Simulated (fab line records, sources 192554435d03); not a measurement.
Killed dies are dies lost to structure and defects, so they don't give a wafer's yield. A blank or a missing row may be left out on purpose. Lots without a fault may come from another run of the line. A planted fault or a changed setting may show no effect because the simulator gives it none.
Chamber matching | flow n5_finfet | N5_BEOL_M0_SAQP_CUT_ETCH_46 on rie_diel-03: 4 sister chambers
The step etches SOC in N2/H2, target depth 135 nm, overetch 27 nm, time 202.5 s. 22 wafers are shown with their chamber, then 11 later ones without.

WAFERS WITH THEIR CHAMBER
wafer  | chamber | showerhead_plenum_p_Torr (Torr) | drypump_motor_current_A (A) | throttle_valve_pct (%)
L074.1 | 3       | 2.57                            | 5.1                         | 17.61
L074.5 | 0       | 2.65                            | 5.3                         | 17.85
L074.6 | 3       | 2.57                            | 5.1                         | 17.59
L076.4 | 3       | 2.57                            | 5.1                         | 17.60
L076.5 | 2       | 2.49                            | 4.8                         | 17.61
L076.6 | 1       | 2.64                            | 5.1                         | 17.83
L079.4 | 0       | 2.65                            | 5.4                         | 17.86
L079.5 | 3       | 2.57                            | 5.1                         | 17.60
L079.6 | 0       | 2.65                            | 5.3                         | 17.87
L080.1 | 2       | 2.49                            | 4.8                         | 17.61
L080.3 | 1       | 2.63                            | 5.2                         | 17.81
L080.4 | 3       | 2.57                            | 5.1                         | 17.62
L081.2 | 0       | 2.65                            | 5.3                         | 17.86
L081.4 | 2       | 2.49                            | 4.8                         | 17.62
L081.6 | 1       | 2.63                            | 5.2                         | 17.84
L082.2 | 2       | 2.49                            | 4.8                         | 17.64
L082.3 | 0       | 2.64                            | 5.3                         | 17.87
L082.6 | 3       | 2.57                            | 5.1                         | 17.61
L085.1 | 1       | 2.63                            | 5.2                         | 17.86
L085.2 | 0       | 2.64                            | 5.3                         | 17.88
L085.4 | 1       | 2.63                            | 5.2                         | 17.84
L086.1 | 2       | 2.49                            | 4.8                         | 17.22

SIGNATURES (means of the wafers above)
reading                  | chamber 0 | chamber 1 | chamber 2 | chamber 3 | scatter within a chamber
showerhead_plenum_p_Torr | 2.6467    | 2.6320    | 2.4900    | 2.5700    | 0.00344
drypump_motor_current_A  | 5.317     | 5.180     | 4.800     | 5.100     | 0.0301
throttle_valve_pct       | 17.8650   | 17.8360   | 17.5400   | 17.6050   | 0.0853
Rule: a wafer's distance from a chamber is the root of the sum, over the readings, of the square of ((its reading less the chamber's mean) divided by the reading's scatter). The wafer belongs to the nearest chamber; if the next one is less than 2 further off, it can't be placed. The scatter: the root of (the sum of the squares of (reading less its chamber's mean) over the shown wafers, divided by (wafers less chambers)).

WAFERS WITHOUT THEIR CHAMBER
wafer  | showerhead_plenum_p_Torr (Torr) | drypump_motor_current_A (A) | throttle_valve_pct (%)
L086.3 | 2.63                            | 5.1                         | 17.84
L086.4 | 2.64                            | 5.4                         | 17.90
L093.1 | 2.62                            | 5.2                         | 17.88
L093.4 | 2.63                            | 5.3                         | 17.91
L093.6 | 2.49                            | 4.8                         | 17.21
L094.1 | 2.49                            | 4.8                         | 17.21
L094.2 | 2.62                            | 5.2                         | 17.88
L094.3 | 2.63                            | 5.3                         | 17.91
L097.3 | 2.63                            | 5.3                         | 17.92
L097.4 | 2.56                            | 5.1                         | 17.68
L097.6 | 2.48                            | 4.8                         | 17.23

WHICH CHAMBER EACH WENT THROUGH
wafer  | from the rows above     | in truth
L086.3 | 1                       | 1
L086.4 | 0                       | 0
L093.1 | 1                       | 1
L093.4 | can't be placed: 1 or 0 | 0
L093.6 | 2                       | 2
L094.1 | 2                       | 2
L094.2 | 1                       | 1
L094.3 | can't be placed: 1 or 0 | 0
L097.3 | can't be placed: 1 or 0 | 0
L097.4 | 3                       | 3
L097.6 | 2                       | 2
Placed correctly: 8 of 11. Can't be placed from these rows: 3 (the true chamber is among the candidates in 3). Placed wrongly: 0.
